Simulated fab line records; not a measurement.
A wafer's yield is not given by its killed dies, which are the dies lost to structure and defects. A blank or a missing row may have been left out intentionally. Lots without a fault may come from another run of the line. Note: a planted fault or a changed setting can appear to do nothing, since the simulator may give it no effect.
fab line records -- flow nand-harc
record lots=6, wafers=18, last-day=32
route steps=1302 shown P_M2@328
lots that met no fault: from a run of the same line without faults
start-h: hours from the record's first day to the start of the lot's first wafer shown -- wait-h: hours elapsed since this lot's preceding step -- " same as the row above -- L1.1+2: a row that stands for several wafers -- - no value, or no start was given -- * or withheld: withheld -- < > ~ a bound
route shown NAME@n: NAME is a module with steps in the file, n the number in the route of the first one -- usual: mean and standard deviation over wafers with no fault -- same: alike in all rows -- chamber/n: place in a boat -- sites: each site's reading -- _std_site: their standard deviation -- _edge_site: the outer-site mean with the inner-site mean subtracted -- radius-mm: how far each site lies from the wafer's centre -- mask NAME#n: copy n -- behind: the last tool/chamber to shape the wafer -- hold: what put the lot on hold/how long, in hours/how the hold closed -- device: names the non-switching transistor (n, p or np) -- end of line: the tests these same wafers got at the end of their route -- for a step that has no rows: nothing shown but its recipe -- killed: at the first sort, the dies lost to defects and structure; wafer yield is something else -- map: a wafer's dies, x killed, . not, _ none there
set.NAME: the run value of the setting; set.NAME@STEP: its run value at that earlier step -- model.NAME: the simulator's own value behind a step, which no gauge read
a table for each step, a row for each wafer; lots at some steps of the route
services: when a tool's chamber went out of use (start-h, in hours from the record's first day, below 0 if earlier), for how many hours, and the reason
## steps
# step NHARC_P_M2_CD_MEAS_09
# recipe target-cd-nm=170, landing-energy-ev=500
# usual cd-nm=169.7/0.71
lot.wafer,tool,chamber,start-h,wait-h,cd-nm
L862.2,cd-sem-02,0,136.53,-,169.2
L862.5,cd-sem-02,0,136.53,-,169.1
L862.6,cd-sem-02,0,136.53,-,168.3
L869.3,cd-sem-01,0,208.25,-,170.0
L869.5,cd-sem-01,0,208.25,-,167.5
L869.6,cd-sem-01,0,208.25,-,169.3
L871.1,cd-sem-02,0,226.40,-,169.4
L871.5,cd-sem-02,0,226.40,-,168.8
L871.6,cd-sem-02,0,226.40,-,169.5
L878.1,cd-sem-01,0,293.83,-,168.8
L878.2,cd-sem-01,0,293.83,-,170.2
L878.4,cd-sem-01,0,293.83,-,169.3
L879.2,cd-sem-01,0,310.24,-,170.0
L879.3,cd-sem-01,0,310.24,-,169.1
L879.4,cd-sem-01,0,310.24,-,169.9
L880.1,cd-sem-01,0,319.91,-,170.0
L880.4,cd-sem-01,0,319.91,-,169.5
L880.5,cd-sem-01,0,319.91,-,170.3
# step NHARC_P_M2_OVL_MEAS_10
# recipe pitch-nm=340
# usual overlay-x-nm=0.1/0.87, overlay-y-nm=0.1/0.93
lot.wafer,tool,chamber,start-h,wait-h,overlay-x-nm,overlay-y-nm
L862.2,overlay-01,-,136.61,-,-1.8,0.5
L862.5,overlay-01,-,136.61,-,-2.4,0.4
L862.6,overlay-01,-,136.61,-,-2.0,0.1
L869.3,overlay-02,-,208.34,-,0.4,-1.1
L869.5,overlay-02,-,208.34,-,0.8,-1.0
L869.6,overlay-02,-,208.34,-,0.3,-1.3
L871.1,overlay-01,-,226.49,-,-1.1,-2.2
L871.5,overlay-01,-,226.49,-,-1.4,-1.2
L871.6,overlay-01,-,226.49,-,-1.2,-1.7
L878.1,overlay-01,-,293.92,-,0.6,0.1
L878.2,overlay-01,-,293.92,-,1.7,-0.5
L878.4,overlay-01,-,293.92,-,0.4,0.1
L879.2,overlay-01,-,310.32,-,-1.0,0.1
L879.3,overlay-01,-,310.32,-,-0.6,-0.3
L879.4,overlay-01,-,310.32,-,-0.3,-0.1
L880.1,overlay-02,-,320.00,-,-0.9,-0.6
L880.4,overlay-02,-,320.00,-,-0.5,-0.4
L880.5,overlay-02,-,320.00,-,-1.2,-0.7
# step NHARC_P_M2_INSPECT_11
# usual raw-defect-count=4.9/2.9
lot.wafer,tool,chamber,start-h,wait-h,raw-defect-count
L862.2,defect-inspect-01,-,136.65,0.0,2
L862.5,defect-inspect-01,-,136.65,0.0,4
L862.6,defect-inspect-01,-,136.65,0.0,3
L869.3,defect-inspect-02,-,208.37,0.0,3
L869.5,defect-inspect-02,-,208.37,0.0,4
L869.6,defect-inspect-02,-,208.37,0.0,7
L871.1,defect-inspect-02,-,226.52,0.0,5
L871.5,defect-inspect-02,-,226.52,0.0,2
L871.6,defect-inspect-02,-,226.52,0.0,3
L878.1,defect-inspect-02,-,293.95,0.0,5
L878.2,defect-inspect-02,-,293.95,0.0,4
L878.4,defect-inspect-02,-,293.95,0.0,4
L879.2,defect-inspect-01,-,310.36,0.0,1
L879.3,defect-inspect-01,-,310.36,0.0,3
L879.4,defect-inspect-01,-,310.36,0.0,3
L880.1,defect-inspect-02,-,320.04,0.0,12
L880.4,defect-inspect-02,-,320.04,0.0,14
L880.5,defect-inspect-02,-,320.04,0.0,6
# step NHARC_P_M2_DESCUM_14
# recipe time-s=3, o2-flow-sccm=200, ar-flow-sccm=0, bias-power-w=0, chemistry=O2
# step NHARC_P_M2_ETCH_35
# recipe target-depth-a=400, overetch-a=120, time-s=43.94, ion-energy-ev=200, n2-flow-sccm=150, h2-flow-sccm=150, ar-flow-sccm=0, rf-w=400, bias-w=150, chemistry=N2/H2
# step NHARC_P_M2_ETCH_15
# recipe target-depth-a=1825, time-s=91.2, c4f8-flow-sccm=withheld, ar-flow-sccm=400, rf-w=600, bias-w=300, chemistry=C4F8/Ar
# usual oes-product-au=0.938/0.027, rf-vpp-V=441.0/2.4
lot.wafer,tool,chamber,start-h,wait-h,oes-product-au,rf-hours-counter-h,rf-vpp-V
L862.2,rie-diel-03,3,-,-,0.915,1,439.4
L862.5,rie-diel-03,2,-,-,0.922,-,436.8
L862.6,rie-diel-03,3,-,-,0.906,-,441.4
L869.3,rie-diel-03,0,-,-,0.956,4,440.7
L869.5,rie-diel-03,0,-,-,0.950,-,441.9
L869.6,rie-diel-03,1,-,-,0.911,-,439.7
L871.1,rie-diel-05,1,-,-,0.935,8,438.7
L871.6,rie-diel-05,3,-,-,0.939,-,445.6
L871.5,rie-diel-05,0,-,-,0.927,-,440.8
L878.1,rie-diel-03,0,-,-,0.963,0,439.3
L878.2,rie-diel-03,1,-,-,0.966,0,439.4
L878.4,rie-diel-03,3,-,-,0.961,0,441.9
L879.3,rie-diel-04,3,-,-,0.920,8,440.4
L879.2,rie-diel-04,0,-,-,0.925,8,438.4
L879.4,rie-diel-04,1,-,-,0.907,8,445.2
L880.1,rie-diel-05,2,-,-,0.949,3,442.1
L880.4,rie-diel-05,1,-,-,0.963,-,439.1
L880.5,rie-diel-05,2,-,-,0.951,-,440.9
# step NHARC_P_M2_CD_MEAS_16
# usual cd-nm=169.5/1
lot.wafer,tool,chamber,start-h,wait-h,cd-nm
L862.2,cd-sem-03,-,137.02,-,169.6
L862.5,cd-sem-03,-,137.02,-,168.9
L862.6,cd-sem-03,-,137.02,-,167.1
L869.3,cd-sem-03,-,208.79,-,168.8
L869.5,cd-sem-03,-,208.79,-,166.1
L869.6,cd-sem-03,-,208.79,-,169.4
L871.1,cd-sem-02,-,226.89,-,169.5
L871.5,cd-sem-02,-,226.89,-,167.5
L871.6,cd-sem-02,-,226.89,-,171.0
L878.1,cd-sem-02,-,294.32,-,167.8
L878.2,cd-sem-02,-,294.32,-,172.3
L878.4,cd-sem-02,-,294.32,-,168.8
L879.2,cd-sem-02,-,310.73,-,169.7
L879.3,cd-sem-02,-,310.73,-,169.9
L879.4,cd-sem-02,-,310.73,-,168.5
L880.1,cd-sem-01,-,320.46,-,171.2
L880.4,cd-sem-01,-,320.46,-,168.3
L880.5,cd-sem-01,-,320.46,-,169.5
# step NHARC_P_M2_STRIP_18
# recipe power-w=1000, n2-flow-sccm=150, h2-flow-sccm=150, ar-flow-sccm=0, bias-w=0, chemistry=N2/H2
# usual drypump-motor-current-A=5.6/0.53, n2-flow-sccm=150.1/0.4, oes-product-au=1.003/0.013, rf-vpp-V=90.7/0.89, showerhead-plenum-p-Torr=2.05/0.083, throttle-valve-pct=14.171/0.0092
lot.wafer,tool,chamber,start-h,wait-h,drypump-motor-current-A,n2-flow-sccm,oes-product-au,rf-hours-counter-h,rf-vpp-V,showerhead-plenum-p-Torr,throttle-valve-pct
L862.2,rie-diel-05,0,137.14,0.1,5.0,150.4,1.002,4,90.2,2.04,14.169
L862.5,rie-diel-05,2,137.14,0.1,5.2,150.3,1.012,-,90.6,2.09,14.187
L862.6,rie-diel-05,3,137.14,0.1,6.4,149.9,1.024,-,91.5,2.20,14.165
L869.3,rie-diel-05,1,208.88,0.1,5.7,150.1,1.015,7,90.1,1.95,14.167
L869.5,rie-diel-05,0,208.88,0.1,5.0,150.2,1.019,-,90.7,2.04,14.163
L869.6,rie-diel-05,1,208.88,0.1,5.7,149.8,1.017,-,91.0,1.94,14.171
L871.1,rie-diel-03,0,226.99,0.1,5.0,150.4,1.025,5,89.7,2.03,14.183
L871.5,rie-diel-03,3,226.99,0.1,4.8,150.5,0.989,-,89.1,1.99,14.176
L871.6,rie-diel-03,0,226.99,0.1,5.0,150.5,1.033,-,91.9,2.03,14.178
L878.4,rie-diel-04,0,294.42,0.1,5.9,150.2,1.008,7,90.9,1.98,14.187
L878.2,rie-diel-04,1,294.42,0.1,6.4,150.3,0.976,6,91.6,2.16,14.180
L878.1,rie-diel-04,2,294.42,0.1,5.6,149.9,1.003,6,89.9,2.17,14.172
L879.2,rie-diel-03,3,310.80,0.1,4.8,150.3,0.994,0,91.1,1.99,14.193
L879.3,rie-diel-03,0,310.80,0.1,5.0,149.9,0.992,1,90.0,2.03,14.179
L879.4,rie-diel-03,1,310.80,0.1,6.1,149.5,0.983,-,91.5,2.02,14.167
L880.1,rie-diel-04,1,320.53,0.1,6.4,149.8,0.984,8,90.6,2.16,14.180
L880.4,rie-diel-04,3,320.53,0.1,5.8,150.4,1.002,8,91.2,2.05,14.183
L880.5,rie-diel-04,1,320.53,0.1,6.4,149.9,0.983,-,92.3,2.16,14.182
# step NHARC_P_M2_ETCH_28
# recipe target-depth-a=300, over-etch-frac=0.3, time-s=72.99, ion-energy-ev=150, cf4-flow-sccm=50, n2-flow-sccm=100, ar-flow-sccm=150, rf-w=300, bias-w=100, chemistry=CF4/N2
# usual drypump-motor-current-A=5.6/0.54, n2-flow-sccm=100.01/0.3, oes-product-au=1.003/0.014, rf-vpp-V=314.4/1.8, showerhead-plenum-p-Torr=2.65/0.1, throttle-valve-pct=19.794/0.0091
# same over-etch-frac=0.3
lot.wafer,tool,chamber,start-h,wait-h,drypump-motor-current-A,n2-flow-sccm,oes-product-au,rf-hours-counter-h,rf-vpp-V,showerhead-plenum-p-Torr,throttle-valve-pct
L862.2,rie-diel-05,3,-,-,6.4,99.79,1.014,4,316.7,2.82,19.783
L862.6,rie-diel-05,2,-,-,5.2,100.16,0.998,-,314.9,2.69,19.786
L862.5,rie-diel-05,3,-,-,6.5,99.87,1.022,-,316.6,2.81,19.781
L869.3,rie-diel-05,1,-,-,5.7,100.09,1.013,7,312.0,2.51,19.781
L869.6,rie-diel-05,2,-,-,5.2,100.12,1.009,-,315.2,2.69,19.789
L869.5,rie-diel-05,3,-,-,6.4,100.35,1.026,-,317.1,2.81,19.802
L871.1,rie-diel-03,1,-,-,6.1,100.24,0.978,6,313.5,2.60,19.794
L871.5,rie-diel-03,2,-,-,5.7,100.24,0.994,-,312.0,2.52,19.797
L871.6,rie-diel-03,3,-,-,4.8,99.72,0.991,-,312.9,2.57,19.783
L878.2,rie-diel-04,0,-,-,5.9,100.41,1.003,7,313.0,2.56,19.789
L878.1,rie-diel-04,2,-,-,5.6,99.84,1.001,6,317.2,2.78,19.796
L878.4,rie-diel-04,3,-,-,5.8,99.41,0.991,6,313.0,2.64,19.787
L879.3,rie-diel-03,3,-,-,4.8,100.20,0.993,1,314.3,2.57,19.798
L879.2,rie-diel-03,0,-,-,5.0,100.09,0.977,1,314.7,2.61,19.787
L879.4,rie-diel-03,1,-,-,6.1,100.71,0.971,-,313.6,2.60,19.803
L880.1,rie-diel-04,3,-,-,5.8,99.98,0.999,8,314.3,2.64,19.814
L880.4,rie-diel-04,0,-,-,5.9,99.34,1.004,9,310.9,2.56,19.790
L880.5,rie-diel-04,2,-,-,5.6,99.69,0.981,-,316.5,2.78,19.797
# step NHARC_P_M2_STRIP_19
# recipe time-s=600, temp-c=30, chemistry=post-etch-residue-remover
# step NHARC_P_M2_DEGAS_29
# recipe temp-c=250, time-s=60
# usual heater-power-w=328/39
lot.wafer,tool,chamber,start-h,wait-h,heater-power-w
L862.2,pvd-sputter-02,-,137.73,-,304
L862.6,pvd-sputter-02,-,137.73,-,369
L862.5,pvd-sputter-02,-,137.73,-,300
L869.3,pvd-sputter-03,-,209.50,-,297
L869.6,pvd-sputter-03,-,209.50,-,299
L869.5,pvd-sputter-03,-,209.50,-,310
L871.1,pvd-sputter-02,-,227.62,-,269
L871.5,pvd-sputter-02,-,227.62,-,379
L871.6,pvd-sputter-02,-,227.62,-,303
L878.4,pvd-sputter-01,-,295.07,-,321
L878.2,pvd-sputter-01,-,295.07,-,346
L878.1,pvd-sputter-01,-,295.07,-,318
L879.2,pvd-sputter-02,-,311.52,-,360
L879.3,pvd-sputter-02,-,311.52,-,366
L879.4,pvd-sputter-02,-,311.52,-,284
L880.4,pvd-sputter-01,-,321.22,-,351
L880.1,pvd-sputter-01,-,321.22,-,412
L880.5,pvd-sputter-01,-,321.22,-,326
# step NHARC_P_M2_PRE_CLEAN_30
# recipe time-s=30, temp-c=280, gas=H2/He
# step NHARC_P_M2_PVD_20
# recipe target-thk-a=50, bias-v=168.6, power-w=15000, chamber-pressure-pa=0.12, time-s=8.06, substrate-temp-c=50, material=TaN
# usual bias-v=168.6/1.7, cathode-dc-power-W=15000/2.5, throttle-valve-pct=29.5/0.86
lot.wafer,tool,chamber,start-h,wait-h,bias-v,cathode-dc-power-W,throttle-valve-pct
L862.2,pvd-sputter-02,-,137.87,-,169.6,14999,30.3
L862.6,pvd-sputter-02,-,137.87,-,171.7,14996,29.0
L862.5,pvd-sputter-02,-,137.87,-,167.1,15003,29.7
L869.3,pvd-sputter-03,-,209.62,-,-,-,-
L869.6,pvd-sputter-03,-,209.62,-,-,-,-
L869.5,pvd-sputter-03,-,209.62,-,-,-,-
L871.1,pvd-sputter-02,-,228.19,-,-,-,-
L871.5,pvd-sputter-02,-,228.19,-,-,-,-
L871.6,pvd-sputter-02,-,228.19,-,-,-,-
L878.1,pvd-sputter-01,-,295.18,-,167.8,14998,30.0
L878.4,pvd-sputter-01,-,295.18,-,169.0,15003,27.9
L878.2,pvd-sputter-01,-,295.18,-,167.1,15004,27.5
L879.3,pvd-sputter-02,-,311.63,-,167.1,14999,29.4
L879.2,pvd-sputter-02,-,311.63,-,168.0,14998,29.4
L879.4,pvd-sputter-02,-,311.63,-,166.9,15002,30.2
L880.4,pvd-sputter-01,-,321.32,-,168.5,14999,29.2
L880.1,pvd-sputter-01,-,321.32,-,170.4,15002,27.1
L880.5,pvd-sputter-01,-,321.32,-,167.3,15004,30.3
# step NHARC_P_M2_PVD_21
# recipe target-thk-a=300, chamber-pressure-pa=5, power-w=5000, substrate-temp-c=30, time-s=20.49, material=Cu
# usual cathode-dc-power-W=4999.9/1, chamber-pressure-pa=4.999/0.0099, throttle-valve-pct=29.4/0.93
lot.wafer,tool,chamber,start-h,wait-h,cathode-dc-power-W,chamber-pressure-pa,throttle-valve-pct
L862.2,pvd-sputter-02,-,-,-,4999.1,5.006,28.9
L862.5,pvd-sputter-02,-,-,-,4999.4,4.991,29.6
L862.6,pvd-sputter-02,-,-,-,5000.8,4.999,30.1
L869.3,pvd-sputter-03,-,-,-,5000.4,4.995,30.0
L869.5,pvd-sputter-03,-,-,-,4998.5,4.994,28.9
L869.6,pvd-sputter-03,-,-,-,4999.9,4.996,30.2
L871.1,pvd-sputter-02,-,-,-,5000.9,5.004,28.7
L871.6,pvd-sputter-02,-,-,-,5000.7,5.010,29.7
L871.5,pvd-sputter-02,-,-,-,4999.8,4.998,30.3
L878.2,pvd-sputter-01,-,-,-,4999.6,5.004,27.0
L878.1,pvd-sputter-01,-,-,-,4998.5,4.990,29.1
L878.4,pvd-sputter-01,-,-,-,4999.7,5.009,27.7
L879.4,pvd-sputter-02,-,-,-,5000.7,4.986,30.2
L879.3,pvd-sputter-02,-,-,-,5000.0,5.008,29.8
L879.2,pvd-sputter-02,-,-,-,4998.5,5.009,29.3
L880.1,pvd-sputter-01,-,-,-,4999.4,5.011,30.1
L880.4,pvd-sputter-01,-,-,-,5000.0,4.991,27.8
L880.5,pvd-sputter-01,-,-,-,4999.3,5.012,27.3
## services
tool,chamber,start-h,hours,kind
rie-diel-03,0,113.30,-,clean
rie-diel-03,1,113.30,-,clean
rie-diel-03,2,113.30,-,clean
rie-diel-03,3,113.30,-,clean
rie-diel-05,1,114.36,2.4,repair
rie-diel-03,0,137.80,-,clean
pvd-sputter-01,-,144.54,1.9,repair
pvd-sputter-03,-,170.00,10.0,pm
rie-diel-04,-,177.90,9.0,pm
pvd-sputter-03,-,182.46,2.2,repair
pvd-sputter-02,-,183.48,7.7,repair
pvd-sputter-01,-,192.34,3.2,repair
rie-diel-03,3,207.45,1.3,repair
pvd-sputter-03,-,214.92,15.2,repair
rie-diel-05,2,217.09,1.3,repair
pvd-sputter-01,-,226.00,10.0,pm
rie-diel-05,-,229.60,9.0,pm
rie-diel-03,-,253.44,2.4,repair
rie-diel-05,1,260.49,10.0,repair
rie-diel-03,-,281.30,9.0,pm
pvd-sputter-02,-,282.00,10.0,pm
rie-diel-05,2,298.23,6.3,repair
rie-diel-05,1,302.01,4.9,repair
rie-diel-05,0,312.78,8.1,repair
## key
first-sign step=NHARC_P_M2_PVD_20, reading=tool-record, direction=missing
effect none on later readings
met-at NHARC_P_M2_PVD_20
struck-wafers L869.3,L869.5,L869.6,L871.1,L871.5,L871.6
later-rows-left-out L869.3,L869.5,L869.6,L871.1,L871.5,L871.6
sort-left-out L869.3,L869.5,L869.6,L871.1,L871.5,L871.6
onset-between 137.87 209.62
fault kind=skipped-step-whole, tool=pvd-sputter-02,pvd-sputter-03, chamber=-, onset-h=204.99, steps=NHARC_P_M2_PVD_20, scope=struck-lots-only
# sort-left-out: the simulated sort isn't trusted on such a fault, so these wafers' sort isn't shown, and their yield isn't known
# later-rows-left-out: the simulator's readings of these wafers behind a module that went badly wrong aren't trusted and aren't shown, but for the sort
